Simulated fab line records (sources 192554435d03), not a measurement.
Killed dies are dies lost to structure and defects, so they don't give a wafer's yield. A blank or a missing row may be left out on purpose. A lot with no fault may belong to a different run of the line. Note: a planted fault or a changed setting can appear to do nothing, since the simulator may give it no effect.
Split-lot study || flow n5 finfet || 7 lots, 21 wafers read, on a route of 1938 steps

## SPLIT DETAILS
At N5_DUMMY_GATE_DESCUM_20 (chemistry O2, time 6.2 s), the setting time s was moved away from the recipe's 6.2 s on 8 of the 21 wafers read, by -18.9% to +21.9%. All remaining wafers had this setting at the recipe value.

The split's own step is where the reading is taken.

## THE READING
CAR-EUV_of_DUMMY_GATE_COAT_09.thk nm (the simulator's own value, which no gauge read), in nm, at N5_DUMMY_GATE_DESCUM_20 (chemistry O2, time 6.2 s). There is no usual value for it anywhere in the file. Average 26.5 nm, standard deviation 0.13 nm, over the 13 wafers here run with the recipe.

{"wafer": "L081.1", "tool, chamber at the split": "rie diel-01, 0", "time s as run, s": 5.525, "against the recipe": "-10.9%", "CAR-EUV_of_DUMMY_GATE_COAT_09.thk nm, nm": 26.6, "against lot-mates on the recipe": "+0.2"}
{"wafer": "L081.2", "tool, chamber at the split": "rie diel-01, 3,1", "time s as run, s": 6.2, "against the recipe": "recipe", "CAR-EUV_of_DUMMY_GATE_COAT_09.thk nm, nm": 26.4, "against lot-mates on the recipe": "-"}
{"wafer": "L081.3", "tool, chamber at the split": "rie diel-01, 3,1", "time s as run, s": 6.2, "against the recipe": "recipe", "CAR-EUV_of_DUMMY_GATE_COAT_09.thk nm, nm": 26.4, "against lot-mates on the recipe": "-"}
{"wafer": "L083.2", "tool, chamber at the split": "rie diel-05, 2,3,1", "time s as run, s": 7.335, "against the recipe": "+18.3%", "CAR-EUV_of_DUMMY_GATE_COAT_09.thk nm, nm": 26, "against lot-mates on the recipe": "no lot-mate on the recipe"}
{"wafer": "L083.3", "tool, chamber at the split": "rie diel-05, 2,3,1", "time s as run, s": 7.335, "against the recipe": "+18.3%", "CAR-EUV_of_DUMMY_GATE_COAT_09.thk nm, nm": 26, "against lot-mates on the recipe": "no lot-mate on the recipe"}
{"wafer": "L083.4", "tool, chamber at the split": "rie diel-05, 2,3,1", "time s as run, s": 7.335, "against the recipe": "+18.3%", "CAR-EUV_of_DUMMY_GATE_COAT_09.thk nm, nm": 26, "against lot-mates on the recipe": "no lot-mate on the recipe"}
{"wafer": "L087.1", "tool, chamber at the split": "rie diel-01, 1,2,3", "time s as run, s": 6.2, "against the recipe": "recipe", "CAR-EUV_of_DUMMY_GATE_COAT_09.thk nm, nm": 26.6, "against lot-mates on the recipe": "-"}
{"wafer": "L087.2", "tool, chamber at the split": "rie diel-01, 1,2,3", "time s as run, s": 6.2, "against the recipe": "recipe", "CAR-EUV_of_DUMMY_GATE_COAT_09.thk nm, nm": 26.6, "against lot-mates on the recipe": "-"}
{"wafer": "L087.4", "tool, chamber at the split": "rie diel-01, 1,2,3", "time s as run, s": 6.2, "against the recipe": "recipe", "CAR-EUV_of_DUMMY_GATE_COAT_09.thk nm, nm": 26.6, "against lot-mates on the recipe": "-"}
{"wafer": "L091.1", "tool, chamber at the split": "rie diel-05, 3,1,1", "time s as run, s": 6.2, "against the recipe": "recipe", "CAR-EUV_of_DUMMY_GATE_COAT_09.thk nm, nm": 26.4, "against lot-mates on the recipe": "-"}
{"wafer": "L091.2", "tool, chamber at the split": "rie diel-05, 3,1,1", "time s as run, s": 6.2, "against the recipe": "recipe", "CAR-EUV_of_DUMMY_GATE_COAT_09.thk nm, nm": 26.4, "against lot-mates on the recipe": "-"}
{"wafer": "L091.5", "tool, chamber at the split": "rie diel-05, 3,1,1", "time s as run, s": 6.2, "against the recipe": "recipe", "CAR-EUV_of_DUMMY_GATE_COAT_09.thk nm, nm": 26.4, "against lot-mates on the recipe": "-"}
{"wafer": "L093.2", "tool, chamber at the split": "rie diel-05, 1,3", "time s as run, s": 6.2, "against the recipe": "recipe", "CAR-EUV_of_DUMMY_GATE_COAT_09.thk nm, nm": 26.4, "against lot-mates on the recipe": "-"}
{"wafer": "L093.3", "tool, chamber at the split": "rie diel-05, 1,3", "time s as run, s": 6.2, "against the recipe": "recipe", "CAR-EUV_of_DUMMY_GATE_COAT_09.thk nm, nm": 26.4, "against lot-mates on the recipe": "-"}
{"wafer": "L093.4", "tool, chamber at the split": "rie diel-05, 2", "time s as run, s": 5.802, "against the recipe": "-6.4%", "CAR-EUV_of_DUMMY_GATE_COAT_09.thk nm, nm": 26.6, "against lot-mates on the recipe": "+0.2"}
{"wafer": "L094.1", "tool, chamber at the split": "rie diel-05, 2", "time s as run, s": 5.031, "against the recipe": "-18.9%", "CAR-EUV_of_DUMMY_GATE_COAT_09.thk nm, nm": 27.2, "against lot-mates on the recipe": "+0.5"}
{"wafer": "L094.2", "tool, chamber at the split": "rie diel-05, 1", "time s as run, s": 6.2, "against the recipe": "recipe", "CAR-EUV_of_DUMMY_GATE_COAT_09.thk nm, nm": 26.6, "against lot-mates on the recipe": "-"}
{"wafer": "L094.4", "tool, chamber at the split": "rie diel-05, 0", "time s as run, s": 6.2, "against the recipe": "recipe", "CAR-EUV_of_DUMMY_GATE_COAT_09.thk nm, nm": 26.8, "against lot-mates on the recipe": "-"}
{"wafer": "L096.1", "tool, chamber at the split": "rie diel-01, 1", "time s as run, s": 7.56, "against the recipe": "+21.9%", "CAR-EUV_of_DUMMY_GATE_COAT_09.thk nm, nm": 25.8, "against lot-mates on the recipe": -0.8}
{"wafer": "L096.2", "tool, chamber at the split": "rie diel-01, 2", "time s as run, s": 7.56, "against the recipe": "+21.9%", "CAR-EUV_of_DUMMY_GATE_COAT_09.thk nm, nm": 26, "against lot-mates on the recipe": -0.6}
{"wafer": "L096.3", "tool, chamber at the split": "rie diel-01, 3", "time s as run, s": 6.2, "against the recipe": "recipe", "CAR-EUV_of_DUMMY_GATE_COAT_09.thk nm, nm": 26.6, "against lot-mates on the recipe": "-"}
Rows listing several chambers each stand for several wafers; the file does not say which wafer went through which chamber.

FIT RESULTS
A straight line over all 21 wafers: CAR-EUV_of_DUMMY_GATE_COAT_09.thk nm changes by -0.0277 nm for each +1% of time s; r = -0.92; the points scatter about the line by 0.13 nm.
The same after taking each lot's own level away (the mean of its wafers on the recipe; 18 wafers): -0.0294 nm for each +1%; r = -0.98; scatter 0.061 nm.
The reading moves by 0.65 nm for the largest change in time s, on that fit.
From 26.40 to 26.70 nm: that is the span of the lots' own levels, equal to 2.4 times the standard deviation above.
The two slopes are in agreement: the lot-to-lot level therefore moves the slope only a little.
Check: for one of the wafers moved furthest among these (+21.9%), held out of the fit, the line's prediction against its lot-mates is -0.579 nm. Against them it came out at -0.8 nm.

## THE OTHER SPLITS THESE WAFERS WENT THROUGH
Before the reading, these wafers also passed through other splits. Each is held against what the fit with the lots' levels taken away leaves over:
{"other split on the same wafers": "N5_WELL_APT_COAT_02 spin rpm", "wafers away from the commonest value": 3, "r with CAR-EUV_of_DUMMY_GATE_COAT_09.thk nm (lot level and that fit taken away)": "+0.07"}
{"other split on the same wafers": "N5_WELL_APT_EXPOSE_05 dose mj", "wafers away from the commonest value": 6, "r with CAR-EUV_of_DUMMY_GATE_COAT_09.thk nm (lot level and that fit taken away)": "+0.33"}
{"other split on the same wafers": "N5_FIN_SAQP_ETCH_65 time s", "wafers away from the commonest value": 4, "r with CAR-EUV_of_DUMMY_GATE_COAT_09.thk nm (lot level and that fit taken away)": "+0.03"}
{"other split on the same wafers": "N5_FIN_SAQP_COAT_68 spin rpm", "wafers away from the commonest value": 4, "r with CAR-EUV_of_DUMMY_GATE_COAT_09.thk nm (lot level and that fit taken away)": "+0.25"}
{"other split on the same wafers": "N5_DUMMY_GATE_COAT_28 spin rpm", "wafers away from the commonest value": 7, "r with CAR-EUV_of_DUMMY_GATE_COAT_09.thk nm (lot level and that fit taken away)": "+0.24"}

## FILE'S OWN FIT
CAR-EUV_of_DUMMY_GATE_COAT_09.thk nm changes by -0.0283 nm for each +1% of time s, r = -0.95.
